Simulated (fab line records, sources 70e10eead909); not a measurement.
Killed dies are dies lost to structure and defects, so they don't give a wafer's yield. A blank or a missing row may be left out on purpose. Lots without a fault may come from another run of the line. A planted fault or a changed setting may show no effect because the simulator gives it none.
fab line records | flow nand_harc
record lots=13 wafers=39 last_day=33
route steps=1302 shown A_CONTACT@1011 END@1302
lots that met no fault: from a run of the same line without faults
start_h: hours from the record's first day to the start of the lot's first wafer shown | wait_h: hours since the lot's step before | " the same as in the row above | L1.1+2: a row that stands for several wafers | - no value, or no start given | * or withheld: withheld | < > ~ a bound
route shown NAME@n: a module of which the file shows steps, and the number in the route of the first | usual: mean/standard deviation of fault-free wafers | same: alike in all rows | chamber/n: place in a boat | sites: the reading at each site | _std_site: their standard deviation | _edge_site: outer sites' mean less inner sites' | radius_mm: how far each site lies from the wafer's centre | mask NAME#n: copy n | behind: the tool/chamber that last shaped the wafer | hold: why the lot was held/for how many hours/how that ended | device: the transistor (n, p or np) that didn't switch | end of line: the same wafers' tests at the end of the route | a step without rows: its recipe alone | killed: dies lost to structure and defects at the first sort, not the wafer's yield | map: a wafer's dies, x killed, . not, _ none there
set.NAME: the setting as run; set.NAME@STEP: as run at that earlier step | model.NAME: the simulator's own value behind a step, which no gauge read
steps of the route over a sample of lots; a table a step, a row a wafer
services: from which hour (start_h, from the record's first day; less than 0 if before it) a tool's chamber was out of use, for how many hours, and why
## steps
# step NHARC_A_CONTACT_ETCH_117
# recipe source_w=withheld pressure_mtorr=20 bias_v=3000 time_s=190 target_depth_a=18500 ar_flow_sccm=withheld c4f8_flow_sccm=withheld o2_flow_sccm=withheld chemistry=C4F8/O2/Ar
# columns lot.wafer tool chamber start_h wait_h rf_hours_counter_h
L517.3 har_cap_etch-03 0 491.47 0.1 -
L517.4 " 1 " " -
L517.5 " 0 " " -
L516.3 har_cap_etch-03 1 508.65 0.1 -
L516.4 " 0 " " -
L516.6 " 1 " " -
L520.1 har_cap_etch-02 1 522.92 0.1 91
L520.5 " 1 " " -
L520.6 " 0 " " -
L521.1 har_cap_etch-03 1 523.57 0.1 46
L521.2 " 0 " " 46
L521.6 " 1 " " -
L518.1 har_cap_etch-02 0 528.02 0.3 94
L518.2 " 1 " " 94
L518.4 " 1 " " -
L522.1 har_cap_etch-01 1 547.89 0.1 8
L522.4 " 0 " " -
L522.5 " 1 " " -
L523.2 har_cap_etch-03 1 579.51 0.1 55
L523.3 " 0 " " -
L523.6 " 0 " " -
L527.1 har_cap_etch-02 0 615.35 0.1 107
L527.3 " 1 " " -
L527.5 " 1 " " -
L529.2 har_cap_etch-01 0 617.89 0.1 19
L529.1 " 1 " " 19
L529.5 " 0 " " -
L530.4 har_cap_etch-01 1 628.18 0.1 -
L530.3 " 0 " " -
L530.6 " 1 " " -
L537.2 har_cap_etch-01 1 698.59 0.1 34
L537.3 " 0 " " -
L537.4 " 1 " " -
L538.2 har_cap_etch-01 0 710.54 0.1 38
L538.1 " 1 " " 38
L538.3 " 1 " " -
L539.1 har_cap_etch-02 1 727.62 0.2 128
L539.6 " 1 " " -
L539.5 " 0 " " -
# step NHARC_A_CONTACT_DEP_57
# recipe target_thk_a=53000 temp_c=400 material=aC
# usual throttle_valve_pct=35.000/0.01
# columns lot.wafer tool chamber start_h wait_h throttle_valve_pct
L517.3 acl_dep-03 0 496.11 - 34.987
L517.4 " 0 " " 34.986
L517.5 " 0 " " 34.998
L516.3 acl_dep-03 0 512.88 - 34.987
L516.4 " 0 " " 35.005
L516.6 " 0 514.49 - 34.991
L520.1 acl_dep-01 0 529.33 - 35.000
L520.5 " 0 531.48 - 35.015
L520.6 " 0 " " 35.000
L521.1 acl_dep-02 0 530.14 - 35.002
L521.2 " 0 " " 34.997
L521.6 " 0 532.79 - 35.006
L518.1 acl_dep-01 0 532.55 - 35.017
L518.2 " 0 " " 34.993
L518.4 " 0 534.18 - 35.000
L522.1 acl_dep-03 0 551.16 - 34.991
L522.4 " 0 552.78 - 35.015
L522.5 " 0 " " 35.011
L523.2 acl_dep-03 0 585.34 - 35.010
L523.3 " 0 " " 34.998
L523.6 " 0 587.50 - 34.996
L527.1 acl_dep-01 0 624.34 - 35.024
L527.3 " 0 625.41 - 35.003
L527.5 " 0 626.48 - 34.985
L529.1 acl_dep-01 0 627.54 - 34.997
L529.2 " 0 " " 34.997
L529.5 " 0 629.69 - 34.998
L530.3 acl_dep-01 0 633.59 - 35.014
L530.4 " 0 " " 34.991
L530.6 " 0 635.19 - 34.999
L537.2 acl_dep-03 0 702.38 - 35.010
L537.3 " 0 " " 35.004
L537.4 " 0 " " 34.985
L538.1 acl_dep-03 0 713.75 - 34.995
L538.2 " 0 " " 35.001
L538.3 " 0 " " 35.013
L539.1 acl_dep-03 0 731.57 - 35.001
L539.5 " 0 733.73 - 35.009
L539.6 " 0 " " 34.997
# step NHARC_A_CONTACT_OVL_MEAS_70
# usual overlay_x_nm=0.0/0.74 overlay_y_nm=0.2/0.83
# columns lot.wafer tool chamber start_h wait_h overlay_x_nm overlay_y_nm
L517.3 overlay-01 - 498.99 - 0.8 0.5
L517.4 " - " " 0.2 0.1
L517.5 " - " " 0.7 0.6
L516.3 overlay-01 - 515.73 - -0.6 -0.5
L516.4 " - " " -0.2 -0.4
L516.6 " - " " -0.4 -0.2
L520.1 overlay-01 - 533.40 - 0.4 1.1
L520.5 " - " " 0.1 1.3
L520.6 " - " " 0.1 1.4
L521.1 overlay-01 - 534.03 - 0.0 -0.9
L521.2 " - " " 0.3 -0.9
L521.6 " - " " 0.2 -0.8
L518.1 overlay-01 - 536.66 - 0.1 -0.6
L518.2 " - " " -0.4 0.0
L518.4 " - " " -0.5 0.2
L522.1 overlay-01 - 555.10 - 0.3 0.6
L522.4 " - " " 0.6 0.9
L522.5 " - " " 0.7 0.6
L523.2 overlay-02 - 588.90 - 1.4 0.3
L523.3 " - " " 1.7 0.7
L523.6 " - " " 0.5 0.3
L527.1 overlay-02 - 628.39 - -0.3 1.5
L527.3 " - " " -0.3 0.6
L527.5 " - " " -0.7 0.8
L529.1 overlay-02 - 631.60 - -0.6 0.2
L529.2 " - " " 0.2 -0.1
L529.5 " - " " -0.1 -0.3
L530.3 overlay-02 - 636.43 - -0.5 0.7
L530.4 " - " " -0.8 0.3
L530.6 " - " " -0.4 0.2
L537.2 overlay-01 - 705.80 - 0.6 -0.8
L537.3 " - " " 0.8 -0.8
L537.4 " - " " 0.3 -0.2
L538.1 overlay-01 - 717.67 - 0.5 -0.7
L538.2 " - " " -0.3 -0.1
L538.3 " - " " 0.5 -0.3
L539.1 overlay-01 - 735.52 - -0.2 -1.2
L539.5 " - " " -0.2 -1.8
L539.6 " - " " 0.0 -1.8
# step NHARC_A_CONTACT_INSPECT_71
# usual raw_defect_count=89/39
# columns lot.wafer tool chamber start_h wait_h raw_defect_count
L517.3 defect_inspect-02 - 499.02 0.0 69
L517.4 " - " " 63
L517.5 " - " " 63
L516.3 defect_inspect-01 - 515.76 0.0 102
L516.4 " - " " 108
L516.6 " - " " 96
L520.1 defect_inspect-01 - 533.43 0.0 64
L520.5 " - " " 64
L520.6 " - " " 76
L521.1 defect_inspect-01 - 534.07 0.0 163
L521.2 " - " " 175
L521.6 " - " " 171
L518.1 defect_inspect-02 - 536.69 0.0 107
L518.2 " - " " 105
L518.4 " - " " 116
L522.1 defect_inspect-02 - 555.14 0.0 24
L522.4 " - " " 36
L522.5 " - " " 28
L523.2 defect_inspect-01 - 588.93 0.0 28
L523.3 " - " " 36
L523.6 " - " " 38
L527.1 defect_inspect-01 - 628.42 0.0 1180
L527.3 " - " " 1174
L527.5 " - " " 1153
L529.1 defect_inspect-01 - 631.64 0.0 1184
L529.2 " - " " 1201
L529.5 " - " " 1205
L530.3 defect_inspect-02 - 636.47 0.0 1135
L530.4 " - " " 1200
L530.6 " - " " 1174
L537.2 defect_inspect-02 - 705.83 0.0 145
L537.3 " - " " 143
L537.4 " - " " 140
L538.1 defect_inspect-01 - 717.70 0.0 94
L538.2 " - " " 104
L538.3 " - " " 118
L539.1 defect_inspect-01 - 735.55 0.0 143
L539.5 " - " " 121
L539.6 " - " " 147
# step NHARC_A_CONTACT_ETCH_128
# recipe source_w=withheld pressure_mtorr=20 bias_v=3000 time_s=197 target_depth_a=19180 ar_flow_sccm=withheld c4f8_flow_sccm=withheld o2_flow_sccm=withheld chemistry=C4F8/O2/Ar
# columns lot.wafer tool chamber start_h wait_h rf_hours_counter_h
L517.4 har_cap_etch-02 1 501.73 0.1 -
L517.3 " 0 " " -
L517.5 " 1 " " -
L516.4 har_cap_etch-03 0 519.03 0.1 -
L516.3 " 1 " " -
L516.6 " 1 " " -
L520.1 har_cap_etch-01 0 535.80 0.1 4
L520.5 " 1 " " -
L520.6 " 0 " " -
L521.2 har_cap_etch-03 0 536.58 0.2 50
L521.1 " 1 " " 50
L521.6 " 0 " " -
L518.1 har_cap_etch-01 1 539.24 0.1 6
L518.2 " 0 " " 6
L518.4 " 0 " " -
L522.1 har_cap_etch-03 0 557.50 0.1 53
L522.4 " 1 " " -
L522.5 " 1 " " -
L523.2 har_cap_etch-03 1 591.57 0.1 57
L523.3 " 0 " " -
L523.6 " 0 " " -
L527.1 har_cap_etch-02 1 630.78 0.1 110
L527.3 " 1 " " -
L527.5 " 0 " " -
L529.1 har_cap_etch-03 0 634.03 0.1 66
L529.2 " 1 " " 66
L529.5 " 1 " " -
L530.4 har_cap_etch-01 0 639.07 0.1 -
L530.3 " 1 " " -
L530.6 " 0 " " -
L537.2 har_cap_etch-01 1 708.17 0.1 36
L537.4 " 1 " " -
L537.3 " 0 " " -
L538.1 har_cap_etch-01 0 720.04 0.1 40
L538.2 " 1 " " 40
L538.3 " 0 " " -
L539.1 har_cap_etch-03 1 737.93 0.1 83
L539.6 " 0 " " -
L539.5 " 1 " " -
# step NHARC_END_SORT_01
# recipe temp_c=25
# usual killed_at_array=53/18 killed_at_other=0.9/1.3 killed_at_periphery=4/3.1 killed_dies=58/18 killed_open=3.4/2 killed_short=2.5/1.8
# same gross_dies=677
# columns lot.wafer tool chamber start_h wait_h killed_at_array killed_at_other killed_at_periphery killed_dies killed_open killed_short
L529.1 prober-02 0 689.49 2.5 107 0 1 108 5 2
L529.2 prober-02 0 690.29 2.8 129 1 1 131 1 1
L529.5 prober-02 0 692.70 3.7 126 0 1 127 4 0
L527.1 prober-01 0 689.50 2.5 124 0 2 126 0 2
L527.3 prober-01 0 691.11 3.1 143 0 2 145 6 3
L527.5 prober-01 0 692.72 3.7 131 0 3 134 6 2
L530.3 prober-01 0 698.92 3.1 128 0 6 134 3 5
L530.4 prober-01 0 699.72 3.4 111 1 8 120 4 4
L530.6 prober-01 0 701.32 4.0 103 0 9 112 3 2
# killed by level:class
L529.1 A_CONTACT:unspecified=77 A_CHANNEL_HOLE_D1:chamber_film_flake=19 A_STAIRCASE:chamber_film_flake=3 A_WL_FILL:chamber_film_flake=2 P_M1:geometric_particle:open=1 A_ONON_D1:geometric_particle:open=1 A_CHANNEL_FILL_D1:geometric_particle:open=1 A_DECK1_JOINT:geometric_particle:short=1
L527.1 A_CONTACT:unspecified=84 A_CHANNEL_HOLE_D1:chamber_film_flake=27 A_CONTACT:chamber_film_flake=5 A_CHANNEL_FILL_D1:chamber_film_flake=2 A_CHANNEL_HOLE_D2:chamber_film_flake=2 A_ONON_D2:geometric_particle:short=1 A_WL_FILL:geometric_particle:short=1 P_ZERO_WELL:chamber_film_flake=1
L529.2 A_CONTACT:unspecified=80 A_CHANNEL_HOLE_D1:chamber_film_flake=44 A_STAIRCASE:chamber_film_flake=2 A_CONTACT:chamber_film_flake=2 P_ZERO_WELL:geometric_particle:open=1 STARTING-WAFER:geometric_particle:short=1 A_WL_FILL:chamber_film_flake=1
L527.3 A_CONTACT:unspecified=83 A_CHANNEL_HOLE_D1:chamber_film_flake=37 A_CONTACT:chamber_film_flake=4 A_ONON_D2:geometric_particle:open=3 A_DECK1_JOINT:chamber_film_flake=3 A_WL_FILL:chamber_film_flake=3 A_ONON_D1:geometric_particle:short=2 A_CHANNEL_FILL_D1:chamber_film_flake=2
L529.5 A_CONTACT:unspecified=80 A_CHANNEL_HOLE_D1:chamber_film_flake=38 A_SLIT:chamber_film_flake=2 A_DECK1_JOINT:geometric_particle:open=1 A_ONON_D2:geometric_particle:open=1 A_BLC:geometric_particle:open=1 A_M1:geometric_particle:open=1 P_STI:chamber_film_flake=1
L527.5 A_CONTACT:unspecified=78 A_CHANNEL_HOLE_D1:chamber_film_flake=32 A_SLIT:chamber_film_flake=5 A_CONTACT:chamber_film_flake=4 A_WL_FILL:chamber_film_flake=3 A_CHANNEL_FILL_D2:geometric_particle:open=2 P_M0:geometric_particle:open=1 P_M2:geometric_particle:short=1
L530.3 A_CONTACT:unspecified=77 A_CHANNEL_HOLE_D1:chamber_film_flake=32 P_CONTACT:chamber_film_flake=5 A_STAIRCASE:chamber_film_flake=3 A_SLIT:chamber_film_flake=3 A_ONON_D1:geometric_particle:open=2 A_DECK1_JOINT:geometric_particle:short=2 A_ZERO_WELL:chamber_film_flake=2
L530.4 A_CONTACT:unspecified=78 A_CHANNEL_HOLE_D1:chamber_film_flake=20 P_CONTACT:chamber_film_flake=5 P_M2:chamber_film_flake=3 A_ONON_D1:geometric_particle:short=2 A_STAIRCASE:chamber_film_flake=2 A_SLIT:chamber_film_flake=2 A_WL_FILL:chamber_film_flake=2
L530.6 A_CONTACT:unspecified=79 A_CHANNEL_HOLE_D1:chamber_film_flake=19 P_CONTACT:chamber_film_flake=5 P_STI:chamber_film_flake=2 P_GATE:geometric_particle:open=1 P_CONTACT:geometric_particle:open=1 A_DECK1_JOINT:geometric_particle:short=1 A_CHANNEL_FILL_D2:geometric_particle:short=1
## services
# columns tool chamber start_h hours kind
acl_dep-03 - 480.11 13.0 pm
har_cap_etch-01 - 497.45 17.0 pm
har_cap_etch-01 0 497.45 17.0 vent_cycle
har_cap_etch-01 1 497.45 17.0 vent_cycle
har_cap_etch-01 0 514.45 - clean
har_cap_etch-01 1 514.45 - clean
har_cap_etch-01 - 540.72 0.5 repair
acl_dep-01 - 550.02 13.0 pm
acl_dep-02 - 607.06 13.0 pm
acl_dep-03 - 661.11 13.0 pm
acl_dep-01 - 728.40 5.8 repair
acl_dep-01 - 734.21 13.0 pm
## key
first_sign step=NHARC_A_CONTACT_INSPECT_71 reading=raw_defect_count direction=up sigmas=28 usual=89 struck=1178
effect step=NHARC_END_SORT_01 reading=killed_at_array direction=up sigmas=3.9 usual=53 struck=122
more_kills_born_at NHARC_A_CONTACT_DEP_57@acl_dep-01=716
met_at NHARC_A_CONTACT_DEP_57
struck_lots L527,L529,L530
tester_left_out L527,L529,L530
not_acting_at NHARC_A_CONTACT_ETCH_117,NHARC_A_CONTACT_OVL_MEAS_70,NHARC_A_CONTACT_ETCH_128
fault kind=chamber_particle_source tool=acl_dep-01 chamber=- onset_h=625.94 steps=NHARC_A_CONTACT_DEP_57 rate_per_visit_cm2=1.7719 end_h=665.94
# tester_left_out: of these lots the tester's yield and bins aren't shown, on N5 and GAA mostly nor the transistor test; their killed dies are dies lost to structure and defects alone, not to doping, threshold or leakage, so they don't give the yield
